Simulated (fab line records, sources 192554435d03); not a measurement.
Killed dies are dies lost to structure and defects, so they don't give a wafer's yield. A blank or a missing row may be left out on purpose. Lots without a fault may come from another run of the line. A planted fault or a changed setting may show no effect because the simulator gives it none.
Which tool did it? | flow n5_finfet | 24 lots, 72 wafers sampled, at 5 steps of a route of 1938

WHAT THE GAUGES READ, wafer by wafer
N5_BEOL_M6_CD_MEAS_28: target cd 40 nm.
lot  | measured     | on        | cd_nm (nm)
L074 | day 8 13:20  | cd_sem-03 | 40.02 39.75 40.15
L075 | day 9 01:21  | cd_sem-03 | 39.81 40.03 40.03
L076 | day 9 03:18  | cd_sem-01 | 39.94 39.70 39.86
L077 | day 9 11:43  | cd_sem-01 | 40.21 39.63 40.26
L078 | day 9 14:53  | cd_sem-02 | 40.21 40.06 39.94
L079 | day 9 20:50  | cd_sem-01 | 39.97 39.88 39.88
L080 | day 10 04:23 | cd_sem-02 | 39.94 40.01 40.33
L082 | day 10 13:14 | cd_sem-01 | 39.89 39.74 40.15
L081 | day 10 14:59 | cd_sem-01 | 40.09 39.99 40.30
L083 | day 10 15:07 | cd_sem-01 | 39.52 39.51 39.69
L084 | day 10 17:50 | cd_sem-01 | 39.98 39.61 39.51
L085 | day 11 09:23 | cd_sem-01 | 40.08 39.92 39.93
L086 | day 11 17:44 | cd_sem-01 | 39.10 39.96 39.68
L088 | day 11 19:38 | cd_sem-02 | 39.60 39.65 39.98
L087 | day 11 20:00 | cd_sem-02 | 40.02 39.65 40.09
L089 | day 12 16:20 | cd_sem-02 | 39.67 40.12 40.05
L090 | day 13 01:49 | cd_sem-02 | 39.82 39.70 39.74
L091 | day 13 01:53 | cd_sem-03 | 39.97 40.12 39.90
L092 | day 13 04:23 | cd_sem-02 | 39.94 39.64 39.75
L093 | day 13 04:48 | cd_sem-01 | 40.11 40.32 39.80
L094 | day 13 16:32 | cd_sem-03 | 40.24 40.11 40.15
L095 | day 13 18:41 | cd_sem-02 | 40.10 39.87 39.56
L097 | day 14 07:34 | cd_sem-01 | 39.80 39.44 39.79
L096 | day 14 10:56 | cd_sem-03 | 39.73 39.99 39.78

N5_BEOL_M6_INSPECT_30: inspects for defects (brightfield).
lot  | measured     | on                | raw_defect_count
L074 | day 8 13:26  | defect_inspect-01 | 283 365 382
L075 | day 9 01:26  | defect_inspect-01 | 406 366 428
L076 | day 9 03:23  | defect_inspect-02 | 342 432 375
L077 | day 9 11:48  | defect_inspect-01 | 270 416 373
L078 | day 9 14:58  | defect_inspect-02 | 472 424 392
L079 | day 9 20:55  | defect_inspect-02 | 558 459 606
L080 | day 10 04:29 | defect_inspect-02 | 464 348 529
L082 | day 10 13:19 | defect_inspect-01 | 346 330 458
L081 | day 10 15:04 | defect_inspect-01 | 409 402 485
L083 | day 10 15:13 | defect_inspect-02 | 416 457 414
L084 | day 10 17:55 | defect_inspect-01 | 385 603 398
L085 | day 11 09:29 | defect_inspect-01 | 394 267 324
L086 | day 11 17:52 | defect_inspect-02 | 486 460 550
L088 | day 11 19:44 | defect_inspect-02 | 363 563 566
L087 | day 11 20:05 | defect_inspect-02 | 483 586 553
L089 | day 12 16:25 | defect_inspect-02 | 647 632 504
L090 | day 13 01:55 | defect_inspect-02 | 508 508 567
L091 | day 13 01:58 | defect_inspect-02 | 527 574 554
L092 | day 13 04:28 | defect_inspect-01 | 478 339 415
L093 | day 13 04:53 | defect_inspect-02 | 364 385 414
L094 | day 13 16:37 | defect_inspect-01 | 352 304 268
L095 | day 13 18:46 | defect_inspect-01 | 519 440 282
L097 | day 14 07:39 | defect_inspect-01 | 531 303 373
L096 | day 14 11:01 | defect_inspect-01 | 333 272 309

N5_BEOL_M6_OCD_MEAS_38.
lot  | measured     | on     | trench_depth_nm (nm)
L074 | day 8 13:58  | ocd-01 | 96.4 95.6 95.1
L075 | day 9 01:54  | ocd-01 | 96.6 96.3 96.3
L076 | day 9 04:13  | ocd-01 | 94.0 93.9 94.7
L077 | day 9 12:16  | ocd-01 | 94.3 94.5 94.6
L078 | day 9 15:25  | ocd-01 | 93.3 92.9 92.7
L079 | day 9 21:29  | ocd-01 | 96.5 97.1 94.0
L080 | day 10 04:56 | ocd-02 | 96.7 96.3 94.9
L082 | day 10 13:47 | ocd-02 | 95.4 94.0 96.1
L081 | day 10 15:32 | ocd-01 | 92.3 93.1 93.1
L083 | day 10 15:40 | ocd-01 | 95.7 95.4 96.1
L084 | day 10 18:32 | ocd-01 | 96.0 97.4 98.0
L085 | day 11 10:11 | ocd-01 | 94.9 96.1 95.0
L086 | day 11 18:19 | ocd-01 | 96.7 97.4 95.7
L088 | day 11 20:19 | ocd-02 | 94.1 93.3 94.6
L087 | day 11 20:58 | ocd-01 | 95.3 93.5 93.1
L089 | day 12 16:53 | ocd-01 | 95.6 93.1 94.3
L090 | day 13 02:22 | ocd-01 | 94.1 91.3 92.7
L091 | day 13 02:26 | ocd-02 | 96.5 98.2 96.4
L092 | day 13 05:30 | ocd-01 | 95.2 96.2 95.3
L093 | day 13 06:02 | ocd-02 | 91.8 91.8 90.7
L094 | day 13 17:05 | ocd-02 | 94.8 95.7 93.6
L095 | day 13 19:14 | ocd-01 | 94.5 97.1 95.7
L097 | day 14 08:23 | ocd-02 | 92.7 93.7 94.5
L096 | day 14 11:43 | ocd-02 | 95.2 93.8 95.4

WHICH TOOL RAN EACH LOT (tool, then ch and the chambers of the sampled wafers, then the start)
lot  | N5_BEOL_M6_STRIP_67                | N5_BEOL_M6_ETCH_65
L074 | rie_diel-02 ch 0,1,2, day 8 11:22  | rie_diel-04 ch 0,3, day 8 13:35
L075 | rie_diel-01 ch 1,2,3, day 9 00:20  | rie_diel-01 ch 1,2,3, day 9 01:31
L076 | rie_diel-02 ch 0,3, day 9 02:38    | rie_diel-04 ch 2,3, day 9 03:50
L077 | rie_diel-02 ch 0,1,3, day 9 10:27  | rie_diel-02 ch 1,3, day 9 11:53
L078 | rie_diel-02 ch 1,2,3, day 9 13:02  | rie_diel-02 ch 0,2, day 9 15:03
L079 | rie_diel-01 ch 1,2,3, day 9 19:59  | rie_diel-01 ch 0,1, day 9 21:06
L080 | rie_diel-04 ch 0,1,3, day 10 03:52 | rie_diel-01 ch 0,2,3, day 10 04:34
L082 | rie_diel-01 ch 1,2,3, day 10 12:04 | rie_diel-01 ch 1,3, day 10 13:25
L081 | rie_diel-04 ch 0,2,3, day 10 13:31 | rie_diel-02 ch 1,2, day 10 15:10
L083 | rie_diel-02 ch 0,1,3, day 10 14:35 | rie_diel-01 ch 0,3, day 10 15:17
L084 | rie_diel-04 ch 2,3, day 10 16:35   | rie_diel-04 ch 0,2, day 10 18:10
L085 | rie_diel-04 ch 0,2,3, day 11 08:50 | rie_diel-01 ch 1,2,3, day 11 09:49
L086 | rie_diel-02 ch 1,2,3, day 11 16:13 | rie_diel-01 ch 0,2,3, day 11 17:57
L088 | rie_diel-02 ch 1,2,3, day 11 19:07 | rie_diel-02 ch 0,2,3, day 11 19:56
L087 | rie_diel-02 ch 0,3, day 11 19:26   | rie_diel-02 ch 1,2,3, day 11 20:35
L089 | rie_diel-04 ch 0,1, day 12 14:54   | rie_diel-04 ch 1,2, day 12 16:31
L090 | rie_diel-01 ch 0,1,3, day 13 00:16 | rie_diel-02 ch 0,1, day 13 02:00
L091 | rie_diel-02 ch 0,2,3, day 13 00:22 | rie_diel-04 ch 0,1,2, day 13 02:03
L092 | rie_diel-01 ch 0,3, day 13 03:49   | rie_diel-01 ch 0,3, day 13 05:08
L093 | rie_diel-02 ch 0,1,2, day 13 04:04 | rie_diel-02 ch 0,1,3, day 13 05:39
L094 | rie_diel-04 ch 0,2,3, day 13 14:53 | rie_diel-04 ch 1,2,3, day 13 16:42
L095 | rie_diel-04 ch 0,1,2, day 13 18:08 | rie_diel-04 ch 1,2, day 13 18:51
L097 | rie_diel-01 ch 2,3, day 14 05:17   | rie_diel-02 ch 0,3, day 14 08:00
L096 | rie_diel-04 ch 0,2, day 14 08:37   | rie_diel-01 ch 1,3, day 14 11:21
- N5_BEOL_M6_STRIP_67: strips in CF4.
- N5_BEOL_M6_ETCH_65: etches SiARC in CF4, target depth 15.6 nm, time 26 s.

WHAT THE TOOLS THEMSELVES READ (means of the sampled wafers that have a number; where no wafer has one, the mark that the record gives instead)
N5_BEOL_M6_STRIP_67.
lot  | tool        | drypump_motor_current_A (A) | oes_product_au (a.u.) | rf_vpp_V (V) | showerhead_plenum_p_Torr (Torr) | throttle_valve_pct (%)
L074 | rie_diel-02 | 5.3                         | 0.80                  | 269.7        | 1.75                            | 13.70
L075 | rie_diel-01 | 6.0                         | 0.83                  | 273.3        | 1.84                            | 13.60
L076 | rie_diel-02 | 5.4                         | 0.75                  | 271.1        | 1.79                            | 13.83
L077 | rie_diel-02 | 5.3                         | 0.79                  | 271.0        | 1.78                            | 13.62
L078 | rie_diel-02 | 5.1                         | 0.78                  | 270.1        | 1.75                            | 13.62
L079 | rie_diel-01 | 6.0                         | 0.82                  | 271.1        | 1.84                            | 13.64
L080 | rie_diel-04 | 5.2                         | 0.78                  | 270.4        | 1.80                            | 13.75
L082 | rie_diel-01 | 6.0                         | 0.81                  | 271.9        | 1.83                            | 13.64
L081 | rie_diel-04 | 5.5                         | 0.85                  | 271.4        | 1.82                            | 13.67
L083 | rie_diel-02 | 5.3                         | 0.78                  | 271.3        | 1.78                            | 13.65
L084 | rie_diel-04 | 5.5                         | 0.82                  | 271.2        | 1.82                            | 13.67
L085 | rie_diel-04 | 5.5                         | 0.84                  | 271.1        | 1.82                            | 13.69
L086 | rie_diel-02 | 5.1                         | 0.76                  | 269.8        | 1.75                            | 13.67
L088 | rie_diel-02 | 5.1                         | 0.76                  | 270.4        | 1.75                            | 13.66
L087 | rie_diel-02 | 5.4                         | 0.73                  | 271.7        | 1.78                            | 13.87
L089 | rie_diel-04 | 5.0                         | 0.90                  | 270.4        | 1.79                            | 13.50
L090 | rie_diel-01 | 6.1                         | 0.80                  | 271.9        | 1.81                            | 13.76
L091 | rie_diel-02 | 5.2                         | 0.71                  | 270.6        | 1.76                            | 13.89
L092 | rie_diel-01 | 6.1                         | 0.81                  | 272.1        | 1.85                            | 13.78
L093 | rie_diel-02 | 5.3                         | 0.76                  | 270.0        | 1.74                            | 13.78
L094 | rie_diel-04 | 5.5                         | 0.82                  | 271.1        | 1.81                            | 13.73
L095 | rie_diel-04 | 5.3                         | 0.86                  | 272.5        | 1.80                            | 13.65
L097 | rie_diel-01 | 5.8                         | 0.81                  | 272.4        | 1.88                            | 13.47
L096 | rie_diel-04 | 5.5                         | 0.83                  | 271.4        | 1.81                            | 13.73

N5_BEOL_M6_ETCH_65.
lot  | tool        | drypump_motor_current_A (A) | etch_rf_on_time_s (s) | mfc_ar_sccm (sccm) | oes_product_au (a.u.) | rf_vpp_V (V) | showerhead_plenum_p_Torr (Torr) | throttle_valve_pct (%)
L074 | rie_diel-04 | 5.5                         | 25.4                  | 100.12             | 0.75                  | 184.8        | 2.17                            | 15.68
L075 | rie_diel-01 | 6.0                         | 25.4                  | 99.85              | 0.72                  | 184.6        | 2.19                            | 15.65
L076 | rie_diel-04 | 5.6                         | 25.5                  | 100.00             | 0.75                  | 183.8        | 2.17                            | 15.71
L077 | rie_diel-02 | 5.2                         | 26.1                  | 100.02             | 0.72                  | 183.7        | 2.11                            | 15.47
L078 | rie_diel-02 | 5.4                         | 26.2                  | 100.07             | 0.63                  | 183.6        | 2.10                            | 15.95
L079 | rie_diel-01 | 5.9                         | 25.2                  | 100.09             | 0.76                  | 184.6        | 2.15                            | 15.57
L080 | rie_diel-01 | 5.9                         | 25.3                  | 100.13             | 0.75                  | 185.9        | 2.23                            | 15.51
L082 | rie_diel-01 | 6.2                         | 25.4                  | 100.06             | 0.68                  | 184.9        | 2.18                            | 15.93
L081 | rie_diel-02 | 5.1                         | 26.1                  | 100.00             | 0.66                  | 183.2        | 2.06                            | 15.77
L083 | rie_diel-01 | 6.1                         | 25.5                  | 99.50              | 0.72                  | 184.3        | 2.22                            | 15.77
L084 | rie_diel-04 | 5.6                         | 25.4                  | 100.10             | 0.75                  | 183.6        | 2.18                            | 15.72
L085 | rie_diel-01 | 6.0                         | 25.4                  | 99.99              | 0.69                  | 184.8        | 2.18                            | 15.70
L086 | rie_diel-01 | 5.9                         | 25.6                  | 99.93              | 0.73                  | 185.9        | 2.22                            | 15.54
L088 | rie_diel-02 | 5.2                         | 26.2                  | 100.11             | 0.62                  | 184.3        | 2.10                            | 15.89
L087 | rie_diel-02 | 5.1                         | 26.1                  | 99.92              | 0.65                  | 183.1        | 2.09                            | 15.70
L089 | rie_diel-04 | 5.3                         | 25.8                  | 100.08             | 0.76                  | 184.8        | 2.15                            | 15.69
L090 | rie_diel-02 | 5.5                         | 26.3                  | 99.97              | 0.65                  | 182.8        | 2.11                            | 15.81
L091 | rie_diel-04 | 5.3                         | 25.5                  | 100.07             | 0.75                  | 184.5        | 2.15                            | 15.68
L092 | rie_diel-01 | 6.0                         | 25.4                  | 100.14             | 0.73                  | 184.4        | 2.19                            | 15.65
L093 | rie_diel-02 | 5.3                         | 26.4                  | 100.10             | 0.65                  | 183.1        | 2.11                            | 15.72
L094 | rie_diel-04 | 5.3                         | 25.9                  | 99.50              | 0.71                  | 182.6        | 2.14                            | 15.70
L095 | rie_diel-04 | 5.0                         | 25.7                  | 99.76              | 0.76                  | 184.1        | 2.13                            | 15.60
L097 | rie_diel-02 | 5.1                         | 26.0                  | 100.00             | 0.61                  | 184.1        | 2.13                            | 15.85
L096 | rie_diel-01 | 6.2                         | 25.7                  | 99.63              | 0.64                  | 183.6        | 2.16                            | 16.01

THE ANSWER, worked out from the rows above alone
Rule: what is usual is taken from the lots themselves. Put in order of their means at a reading, lots are off if they are a third of the lots or fewer, leave a main group of 4 or more, and stand apart from it by a gap of 3 or more times the standard deviation of the main group's means; of several such gaps the widest counts. A main group whose means are all the same, to the digits that the tables above print for the reading, isn't used. A lot without any number at a reading at which 4 lots or more have one is off too. The other lots that the step has rows for count as sound. The gauges are gone through in route order, then the tools' own readings, and for those a lot's mean is taken as printed above. The first step at which some lot is off is used, and at that step the reading that is off furthest; a lot without a number counts as furthest.
No lot is off at any reading shown: from this, nothing can be told.

WHAT THE SIMULATOR HAD PUT IN
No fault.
